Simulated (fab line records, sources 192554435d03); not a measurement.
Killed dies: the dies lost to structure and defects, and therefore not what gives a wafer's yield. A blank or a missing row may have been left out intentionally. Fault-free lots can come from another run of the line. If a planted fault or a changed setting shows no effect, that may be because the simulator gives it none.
Lot-split experiment    flow n5-finfet    on a route of 1938 steps: 7 lots, 21 wafers read

ABOUT THE SPLIT
At N5_BEOL_M0_SAQP_EXPOSE_37 (exposes mask M0 CUT1, target cd 30 nm), the setting dose-mj was moved away from the recipe's 44.75 on 7 of the 21 wafers read, by -7.1% to +5.1%. This setting was run at the recipe's value on the other wafers.

FROM THE SPLIT TO THE READING: what the file shows between them, 2 steps
- N5_BEOL_M0_SAQP_PEB_38: peb time 60 s
- N5_BEOL_M0_SAQP_DEVELOP_39: develop time 30 s

THE READING
cd-nm at N5_BEOL_M0_SAQP_CD_MEAS_40, given in nm (cd target 30 nm). Typical for fault-free wafers on this fab line: 30.00 nm, with standard deviation 0.25 nm.

wafer   tool, chamber at the split  dose-mj as run  against the recipe  cd-nm, nm  against lot-mates on the recipe
L077.3  euv-scanner-02, 0           42.84           -4.3%               28.64      -1.44
L077.4  euv-scanner-02, 0           44.75           recipe              30.08      -
L077.5  euv-scanner-02, 0           42.84           -4.3%               29.16      -0.92
L079.3  euv-scanner-01, 0           45.65           +2.0%               30.88      +0.64
L079.5  euv-scanner-01, 0           44.75           recipe              30.15      -
L079.6  euv-scanner-01, 0           44.75           recipe              30.33      -
L082.4  euv-scanner-01, 0           44.75           recipe              29.88      -
L082.5  euv-scanner-01, 0           44.75           recipe              30.06      -
L082.6  euv-scanner-01, 0           44.75           recipe              29.94      -
L091.3  euv-scanner-02, 0           41.6            -7.0%               28.33      -1.81
L091.4  euv-scanner-02, 0           44.75           recipe              30.38      -
L091.5  euv-scanner-02, 0           44.75           recipe              29.90      -
L093.1  euv-scanner-01, 0           44.75           recipe              30.45      -
L093.2  euv-scanner-01, 0           44.75           recipe              29.99      -
L093.4  euv-scanner-01, 0           47.05           +5.1%               31.34      +1.12
L094.2  euv-scanner-01, 0           44.75           recipe              30.06      -
L094.4  euv-scanner-01, 0           46.43           +3.8%               30.82      +0.72
L094.6  euv-scanner-01, 0           44.75           recipe              30.14      -
L095.2  euv-scanner-01, 0           44.75           recipe              29.99      -
L095.5  euv-scanner-01, 0           41.56           -7.1%               28.34      -1.59
L095.6  euv-scanner-01, 0           44.75           recipe              29.87      -

FIT RESULTS
A straight line over all 21 wafers: cd-nm changes by +0.252 nm for each +1% of dose-mj; r = +0.97; the points scatter about the line by 0.2 nm.
The same after taking each lot's own level away (the mean of its wafers on the recipe; 21 wafers): +0.241 nm for each +1%; r = +0.97; scatter 0.17 nm.
Per that fit: largest dose-mj move, reading shift of 1.7 nm.
Measured against the standard deviation above, the lots' own levels, which go from 29.930 to 30.240 nm, span 1.2 times it.
Consequently the slope shifts little with the lot-to-lot level, the two slopes agreeing.
Check: for one of the wafers moved furthest among these (-7.1%), held out of the fit, the line's prediction against its lot-mates is -1.8 nm. It came out at -1.59 nm against them.

THE OTHER SPLITS THESE WAFERS WENT THROUGH
Other splits were also applied to these wafers ahead of the reading. Each is held against what the fit with the lots' levels taken away leaves over:
other split on the same wafers    wafers away from the commonest value  r with cd-nm (lot level and that fit taken away)
N5_BEOL_M0_SAQP_PECVD_97 time-s   9                                     +0.16
N5_BEOL_M0_SAQP_COAT_82 time-s    3                                     -0.16
N5_BEOL_M0_SAQP_COAT_72 spin-rpm  4                                     -0.29

THE WHOLE CHAIN: every reading that the file lists as answering this split, in the file's order
step                        what it does                                                 reading                                                              change (the file's fit)                r (the file's)
N5_BEOL_M0_SAQP_CD_MEAS_40  target cd 30 nm                                              cd-nm                                                                +0.239 nm for each +1% of the setting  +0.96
N5_BEOL_M0_SAQP_DESCUM_45   chemistry O2, time 7 s                                       BEOL_M0_SAQP.cd-nm (the simulator's own value, which no gauge read)  +0.216 nm for each +1% of the setting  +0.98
N5_BEOL_M0_SAQP_ETCH_88     etches underlayer in N2/H2, target depth 6.5 nm, time 5.2 s  BEOL_M0_SAQP.cd-nm (the simulator's own value, which no gauge read)  +0.215 nm for each +1% of the setting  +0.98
N5_BEOL_M0_SAQP_ETCH_73     etches SiARC in CF4, target depth 19.5 nm, time 32.5 s       BEOL_M0_SAQP.cd-nm (the simulator's own value, which no gauge read)  +0.225 nm for each +1% of the setting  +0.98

FILE'S OWN FIT
cd-nm changes by +0.239 nm for each +1% of dose-mj, r = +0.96.
